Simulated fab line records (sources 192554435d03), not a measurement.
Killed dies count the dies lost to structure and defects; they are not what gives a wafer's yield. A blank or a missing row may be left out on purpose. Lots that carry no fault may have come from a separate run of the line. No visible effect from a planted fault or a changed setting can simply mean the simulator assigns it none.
fab line records ; flow n5-finfet
[record] lots = 5; wafers = 14; last-day = 15
route steps=1938 shown BEOL_M8@1374 PASSIVATION@1936
lots that met no fault: taken from a fault-free run of the same line
start-h: hours from the record's opening day to when the first of the lot's shown wafers began ; wait-h: hours elapsed since this lot's preceding step ; " same as the row above ; L1.1+2: several wafers, shown together as one row ; - either no value or no given start ; * or withheld: withheld ; < > ~ a bound
route shown NAME@n: a module of which the file shows steps, and the number in the route of the first ; usual: average and standard deviation across the fault-free wafers ; same: alike in all rows ; chamber/n: place in a boat ; sites: per-site readings ; _std_site: the values' standard deviation ; _edge_site: the outer-site mean with the inner-site mean subtracted ; radius-mm: how far each site lies from the wafer's centre ; mask NAME#n: copy n ; behind: the tool/chamber that last shaped the wafer ; hold: what put the lot on hold/how long, in hours/how the hold closed ; device: the n, p or np transistor that did not switch ; end of line: tests run on the same wafers once the route is complete ; a step given without rows: its recipe and nothing more ; killed: dies that structure and defects cost at the first sort, which is not the same as the wafer's yield ; map: a wafer's dies, x killed, . not, _ none there
set.NAME: the setting that was run; set.NAME@STEP: the one run at that earlier step ; model.NAME: the simulator's own value behind a step, which no gauge read
lots at selected steps of the route; one table per step, one row per wafer
services: from which hour (start-h, from the record's first day; less than 0 if before it) a tool's chamber was out of use, for how many hours, and why
[[steps]]
[step N5_BEOL_M8_VIA_ETCH_34]
[recipe] chemistry = C4F6/O2; target = SiCOH_lowk; target-depth-a = 1255; mask-material = SOC; taper-deg = 4; time-s = 50.5; ion-energy-ev = 250; pressure-mtorr = 30; source-w = 345; bias-w = 185; Ar_flow_sccm = 300; C4F6_flow_sccm = 10; O2_flow_sccm = 10
[usual] O2_flow_sccm = 9.992/0.027; drypump-motor-current-A = 5.7/0.33; oes_ar_750_au = 0.80/0.077; oes-product-au = 0.80/0.076; rf-vpp-V = 670/19; showerhead-plenum-p-Torr = 2.88/0.08; throttle-valve-pct = 20.90/0.24
lot.wafer;tool;chamber;start-h;wait-h;O2_flow_sccm;drypump-motor-current-A;oes_ar_750_au;oes-product-au;rf-hours-counter-h;rf-vpp-V;showerhead-plenum-p-Torr;throttle-valve-pct
L661.2;rie-diel-01;0;252.08;0.0;10.020;5.1;0.85;0.84;60;646;2.87;20.68
L661.4;rie-diel-01;2;252.08;0.0;10.021;5.8;0.93;0.92;14;668;3.07;21.29
L661.6;rie-diel-01;2;252.08;0.0;9.998;5.8;0.93;0.91;-;669;3.07;21.31
L659.3;rie-diel-01;3;252.48;0.0;9.972;5.5;0.80;0.80;94;686;2.84;20.89
L659.4;rie-diel-01;2;252.48;0.0;10.012;5.9;0.93;0.92;14;668;3.07;21.30
L659.6;rie-diel-01;3;252.48;0.0;9.983;5.5;0.79;0.81;-;683;2.84;20.90
L663.2;rie-diel-01;1;265.99;0.0;9.959;5.5;0.70;0.71;228;683;2.90;21.14
L663.3;rie-diel-01;2;265.99;0.0;9.963;5.9;0.91;0.90;18;668;3.07;21.29
L663.6;rie-diel-01;1;265.99;0.0;9.992;5.6;0.70;0.71;-;682;2.90;21.16
L662.2;rie-diel-06;2;266.42;0.0;10.021;5.6;0.81;0.80;118;671;2.88;21.23
L662.6;rie-diel-06;3;266.42;0.0;9.932;6.1;0.81;0.78;-;637;2.86;20.77
L670.1;rie-diel-04;1;299.26;0.0;9.982;5.4;0.66;0.66;255;684;2.81;20.87
L670.2;rie-diel-04;3;299.26;0.0;10.009;6.1;0.75;0.75;122;670;2.77;20.94
L670.6;rie-diel-04;3;299.26;0.0;10.058;6.1;0.76;0.74;-;670;2.77;20.95
[step N5_BEOL_M8_STRIP_76]
[recipe] chemistry = C4F6/O2; resist = SiARC; rf-frequency-hz = 6e+07
[step N5_BEOL_M8_STRIP_36]
[recipe] chemistry = N2/H2; power-w = 450; temp-c = 40; pressure-mtorr = 20; rf-frequency-hz = 6e+07; overash-fraction = 0.3; bias-power-w = 7; h2-frac = 0.5; n2-flow-sccm = 200; h2-flow-sccm = 200
[usual] drypump-motor-current-A = 5.7/0.33; oes-product-au = 0.80/0.076; rf-vpp-V = 59.4/1.4; showerhead-plenum-p-Torr = 2.58/0.078; throttle-valve-pct = 23.7/0.35
lot.wafer;tool;chamber;start-h;wait-h;drypump-motor-current-A;oes-product-au;rf-hours-counter-h;rf-vpp-V;showerhead-plenum-p-Torr;throttle-valve-pct
L661.2;rie-diel-01;0;252.13;0.0;5.2;0.83;60;58.5;2.62;23.9
L661.4;rie-diel-01;2;252.13;0.0;5.9;0.92;14;62.3;2.71;23.9
L661.6;rie-diel-01;2;252.13;0.0;5.8;0.93;-;59.1;2.71;23.9
L659.3;rie-diel-01;3;252.53;0.0;5.5;0.79;94;57.3;2.56;23.8
L659.4;rie-diel-01;2;252.53;0.0;5.8;0.93;14;61.9;2.71;23.9
L659.6;rie-diel-01;3;252.53;0.0;5.5;0.81;-;60.2;2.56;23.8
L663.2;rie-diel-01;1;266.04;0.0;5.6;0.71;228;57.9;2.63;24.4
L663.3;rie-diel-01;2;266.04;0.0;5.8;0.91;18;58.3;2.71;23.9
L663.6;rie-diel-01;1;266.04;0.0;5.6;0.72;-;57.5;2.63;24.4
L662.2;rie-diel-06;2;266.47;0.0;5.7;0.78;118;62.0;2.53;23.7
L662.6;rie-diel-06;3;266.47;0.0;6.0;0.78;-;60.0;2.54;23.4
L670.1;rie-diel-04;1;299.31;0.0;5.4;0.66;255;59.2;2.49;23.2
L670.2;rie-diel-04;3;299.31;0.0;6.2;0.76;122;59.4;2.43;23.3
L670.6;rie-diel-04;3;299.31;0.0;6.2;0.76;-;59.2;2.42;23.3
[step N5_BEOL_M8_TRENCH_ETCH_37]
[recipe] chemistry = C4F6/O2; target-depth-a = 934.78; target = SiCOH_lowk; time-s = 31.2; ion-energy-ev = 250; pressure-mtorr = 30; source-w = 345; bias-w = 185; Ar_flow_sccm = 300; C4F6_flow_sccm = 10; O2_flow_sccm = 10
[usual] O2_flow_sccm = 10.00/0.03; drypump-motor-current-A = 5.7/0.34; oes_ar_750_au = 0.80/0.076; oes-product-au = 0.79/0.075; rf-vpp-V = 670/19; showerhead-plenum-p-Torr = 2.88/0.08; throttle-valve-pct = 20.93/0.24
lot.wafer;tool;chamber;start-h;wait-h;O2_flow_sccm;drypump-motor-current-A;oes_ar_750_au;oes-product-au;rf-hours-counter-h;rf-vpp-V;showerhead-plenum-p-Torr;throttle-valve-pct
L661.2;rie-diel-01;0;-;-;10.05;5.1;0.85;0.84;60;645;2.87;20.69
L661.4;rie-diel-01;2;-;-;10.04;5.9;0.93;0.90;14;667;3.07;21.33
L661.6;rie-diel-01;2;-;-;9.99;5.8;0.93;0.91;-;669;3.07;21.32
L659.3;rie-diel-01;3;-;-;10.03;5.5;0.79;0.80;94;685;2.84;20.93
L659.4;rie-diel-01;2;-;-;9.97;5.9;0.92;0.91;14;668;3.07;21.32
L659.6;rie-diel-01;3;-;-;10.04;5.5;0.79;0.80;-;684;2.84;20.91
L663.2;rie-diel-01;1;-;-;9.98;5.6;0.70;0.71;228;683;2.90;21.18
L663.3;rie-diel-01;2;-;-;10.00;5.9;0.91;0.90;18;669;3.07;21.32
L663.6;rie-diel-01;1;-;-;10.00;5.6;0.70;0.70;-;682;2.90;21.19
L662.2;rie-diel-06;2;-;-;9.98;5.7;0.81;0.79;119;670;2.88;21.27
L662.6;rie-diel-06;3;-;-;9.99;6.1;0.80;0.78;-;637;2.86;20.79
L670.1;rie-diel-04;1;-;-;9.99;5.4;0.67;0.67;255;685;2.81;20.89
L670.2;rie-diel-04;3;-;-;10.02;6.2;0.76;0.75;122;670;2.77;20.97
L670.6;rie-diel-04;3;-;-;9.99;6.2;0.76;0.75;-;670;2.77;20.97
[step N5_BEOL_M8_ETCH_41]
[recipe] chemistry = CH3F/O2; target = SiCN; target-depth-a = 319; taper-deg = 2; time-s = 57.8; ion-energy-ev = 120; mask-material = TiN; pressure-mtorr = 30; source-w = 395; bias-w = 75; Ar_flow_sccm = 150; CH3F_flow_sccm = 30; O2_flow_sccm = 20
[step N5_BEOL_M8_STRIP_80]
[recipe] chemistry = N2/H2; time-s = 10; power-w = 450; temp-c = 40; pressure-mtorr = 20; rf-frequency-hz = 6e+07; bias-power-w = 7; n2-flow-sccm = 200; h2-flow-sccm = 200
[usual] drypump-motor-current-A = 5.7/0.34; oes-product-au = 0.80/0.077; rf-vpp-V = 59.2/0.9; showerhead-plenum-p-Torr = 2.58/0.078; throttle-valve-pct = 23.7/0.35
lot.wafer;tool;chamber;start-h;wait-h;drypump-motor-current-A;oes-product-au;rf-hours-counter-h;rf-vpp-V;showerhead-plenum-p-Torr;throttle-valve-pct
L661.2;rie-diel-01;0;-;-;5.1;0.83;60;59.1;2.62;23.9
L661.4;rie-diel-01;2;-;-;5.8;0.92;14;59.2;2.71;23.9
L661.6;rie-diel-01;2;-;-;5.8;0.92;-;61.3;2.71;23.9
L659.3;rie-diel-01;3;-;-;5.5;0.81;94;59.5;2.56;23.8
L659.4;rie-diel-01;2;-;-;5.8;0.91;14;59.6;2.71;23.9
L659.6;rie-diel-01;3;-;-;5.5;0.80;-;58.8;2.56;23.8
L663.2;rie-diel-01;1;-;-;5.6;0.71;228;59.5;2.63;24.4
L663.3;rie-diel-01;2;-;-;5.9;0.92;18;58.9;2.71;23.9
L663.6;rie-diel-01;1;-;-;5.6;0.72;-;58.8;2.63;24.4
L662.2;rie-diel-06;2;-;-;5.7;0.78;119;59.7;2.53;23.7
L662.6;rie-diel-06;3;-;-;6.1;0.78;-;58.4;2.54;23.4
L670.1;rie-diel-04;1;-;-;5.4;0.67;255;59.4;2.49;23.2
L670.2;rie-diel-04;3;-;-;6.2;0.75;122;58.6;2.43;23.3
L670.6;rie-diel-04;3;-;-;6.2;0.75;-;58.5;2.43;23.3
[step N5_BEOL_M8_OCD_MEAS_38]
[usual] trench-depth-nm = 93.1/2.1
lot.wafer;tool;chamber;start-h;wait-h;trench-depth-nm
L661.2;ocd-01;-;252.33;-;95.0
L661.4;ocd-01;-;252.33;-;89.4
L661.6;ocd-01;-;252.33;-;90.5
L659.3;ocd-02;-;252.73;-;91.0
L659.4;ocd-02;-;252.73;-;90.2
L659.6;ocd-02;-;252.73;-;91.9
L663.2;ocd-01;-;266.24;-;92.3
L663.3;ocd-01;-;266.24;-;90.5
L663.6;ocd-01;-;266.24;-;92.7
L662.2;ocd-02;-;266.67;-;96.0
L662.6;ocd-02;-;266.67;-;92.0
L670.1;ocd-01;-;299.51;-;91.0
L670.2;ocd-01;-;299.51;-;91.1
L670.6;ocd-01;-;299.51;-;91.4
[step N5_BEOL_M8_HM_STRIP_39]
[recipe] chemistry = peroxide-tin-strip; material = TiN; target-depth-a = 250; temp-c = 50; time-s = 158
[step N5_BEOL_M8_SRD_40]
[recipe] time-s = 30; temp-c = 23; rinse-liquid = diw; dry = ipa-marangoni
[step N5_BEOL_M8_PRECLEAN_42]
[recipe] chemistry = residue-remover; time-s = 60; temp-c = 40
[step N5_BEOL_M8_SRD_43]
[recipe] time-s = 30; temp-c = 23; rinse-liquid = diw; dry = ipa-marangoni
[step N5_BEOL_M8_CD_MEAS_35]
[recipe] target-cd-nm = 40; polarity = opening
[usual] cd-nm = 40.1/0.78
lot.wafer;tool;chamber;start-h;wait-h;cd-nm
L661.2;cd-sem-03;-;252.49;0.0;38.9
L661.4;cd-sem-03;-;252.49;0.0;39.9
L661.6;cd-sem-03;-;252.49;0.0;39.1
L659.3;cd-sem-03;-;252.89;0.0;39.5
L659.4;cd-sem-03;-;252.89;0.0;39.7
L659.6;cd-sem-03;-;252.89;0.0;39.8
L663.2;cd-sem-03;-;266.39;0.0;40.1
L663.3;cd-sem-03;-;266.39;0.0;39.2
L663.6;cd-sem-03;-;266.39;0.0;39.2
L662.2;cd-sem-02;-;266.82;0.0;39.6
L662.6;cd-sem-02;-;266.82;0.0;40.3
L670.1;cd-sem-02;-;299.66;0.0;40.4
L670.2;cd-sem-02;-;299.66;0.0;40.8
L670.6;cd-sem-02;-;299.66;0.0;41.1
[step N5_BEOL_M8_CURE_75]
[recipe] temp-c = 370; time-s = 120; ambient = DMADMS/He; material = SiCOH_lowk
[usual] lamp-power-pct = 52.31/0.058; run-length-s = 178.3/1.5; wafer_temp_C_max = 371.7/0.57
lot.wafer;tool;chamber;start-h;wait-h;lamp-power-pct;run-length-s;wafer_temp_C_max
L661.2;uv-cure-02;0;252.58;0.1;52.37;177.8;372.2
L661.4;uv-cure-02;0;252.58;0.1;52.35;177.8;372.5
L661.6;uv-cure-02;0;252.58;0.1;52.34;177.6;371.5
L659.3;uv-cure-01;2;253.13;0.2;52.23;183.2;372.1
L659.4;uv-cure-01;2;253.13;0.2;52.20;182.4;373.4
L659.6;uv-cure-01;2;253.13;0.2;52.32;182.5;372.5
L663.2;uv-cure-03;1;266.48;0.1;52.22;177.2;371.6
L663.3;uv-cure-03;1;266.48;0.1;52.33;177.0;371.3
L663.6;uv-cure-03;1;266.48;0.1;52.39;177.8;372.1
L662.2;uv-cure-02;2;266.91;0.1;52.22;177.9;371.2
L662.6;uv-cure-02;2;266.91;0.1;52.31;216.7;371.1
L670.1;uv-cure-03;0;299.70;0.0;52.33;177.7;372.4
L670.2;uv-cure-03;0;299.70;0.0;52.32;177.6;371.9
L670.6;uv-cure-03;0;299.70;0.0;52.41;178.3;373.7
[step N5_BEOL_M8_DEGAS_44]
[recipe] ambient = vacuum; temp-c = 250; time-s = 60
[usual] heater-power-w = 329/17
lot.wafer;tool;chamber;start-h;wait-h;heater-power-w
L661.2;pvd-sputter-02;-;253.19;0.6;345
L661.4;pvd-sputter-02;-;253.19;0.6;313
L661.6;pvd-sputter-02;-;253.19;0.6;316
L659.3;pvd-sputter-02;-;253.55;0.3;343
L659.4;pvd-sputter-02;-;253.55;0.3;315
L659.6;pvd-sputter-02;-;253.55;0.3;319
L663.2;pvd-sputter-02;-;267.39;0.9;320
L663.3;pvd-sputter-02;-;267.39;0.9;321
L663.6;pvd-sputter-02;-;267.39;0.9;312
L662.2;pvd-sputter-03;-;268.43;1.5;325
L662.6;pvd-sputter-03;-;268.43;1.5;326
L670.1;pvd-sputter-03;-;300.42;0.7;343
L670.2;pvd-sputter-03;-;300.42;0.7;342
L670.6;pvd-sputter-03;-;300.42;0.7;342
[step N5_PASSIVATION_PROBE_49]
[usual] defect-limited-yield = 91.4/1.6; killed_at_M0_to_M3 = 35/10; killed_at_M4_up = 12/4.7; killed-at-contacts = 12/5.8; killed-at-front-end = 38/12; killed-at-other = 4/3.2; killed-dies = 102/18; killed-open = 68/14; killed-short = 32/8; sort_bin_5_function = 5.1/0.96; sort_bin_6_memory = 3.2/0.77; sort-n-pass = 1078/20; sort-yield-pct = 91.3/1.7
[same] gross-dies = 1180; killed-at-back-side = 0; sort_bin_4_leakage[%] = 0; sort_bin_8_speed[%] = 0
lot.wafer;tool;chamber;start-h;wait-h;defect-limited-yield[%];killed_at_M0_to_M3;killed_at_M4_up;killed-at-contacts;killed-at-front-end;killed-at-other;killed-dies;killed-open;killed-short;sort_bin_5_function[%];sort_bin_6_memory[%];sort-n-pass;sort-yield-pct[%]
L670.1;prober-01;-;370.99;0.0;92.5;20;18;24;23;3;88;59;28;4.4;2.6;1092;92.5
L670.2;prober-01;-;371.04;0.1;91.9;44;14;16;15;7;96;66;28;4.0;3.7;1084;91.9
L670.6;prober-01;-;371.24;0.3;92.6;29;11;19;24;4;87;55;29;4.8;2.5;1093;92.6
// killed by level:class
L670.1 MOL_CONTACT_COAG:geometric-particle:open=20 BEOL_M4:geometric-particle:open=10 STI_FIN_REVEAL:geometric-particle:open=5 BEOL_M3:geometric-particle:open=5 MOL_CONTACT_COAG:geometric-particle:short=4 BEOL_M2:geometric-particle:open=4 FIN_SAQP:geometric-particle:open=3 FIN_SAQP:geometric-particle:short=3
L670.2 MOL_CONTACT_COAG:geometric-particle:open=13 BEOL_M3:geometric-particle:open=10 BEOL_M0_SAQP:geometric-particle:open=10 BEOL_M2:geometric-particle:open=7 BEOL_M4:geometric-particle:open=6 BEOL_M0_SAQP:geometric-particle:short=5 BEOL_M1:geometric-particle:open=4 BEOL_M3:geometric-particle:short=4
L670.6 MOL_CONTACT_COAG:geometric-particle:open=17 BEOL_M0_SAQP:geometric-particle:short=8 BEOL_M2:geometric-particle:open=7 STARTING-WAFER:geometric-particle:short=6 BEOL_M4:geometric-particle:open=6 FIN_SAQP:geometric-particle:short=5 BEOL_M0_SAQP:geometric-particle:open=5 STI_FIN_REVEAL:geometric-particle:open=4
[[services]]
tool;chamber;start-h;hours;kind
uv-cure-01;-;232.86;7.5;pm
rie-diel-06;3;242.09;1.5;repair
rie-diel-06;0;242.48;1.3;repair
uv-cure-03;-;256.48;1.0;pm
rie-diel-04;0;276.72;15.8;repair
uv-cure-01;-;277.48;14.6;pm
rie-diel-04;3;290.02;5.1;repair
rie-diel-04;2;293.54;9.1;repair
[[key]]
[first-sign] step = N5_BEOL_M8_CURE_75; reading = run-length-s; direction = up; sigmas = 26; usual = *; struck = *
effect none on later readings
met-at N5_BEOL_M8_CURE_75
struck-wafers L662.6
onset-between 252.58 266.91
[fault] kind = process-parameter-drift; tool = uv-cure-02; chamber = -; onset-h = 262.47; steps = N5_BEOL_M8_CURE_75; channel = time-s; offset = *; shape = step; end-h = 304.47; scope = struck-wafers-only; acts-in = *; stated = *
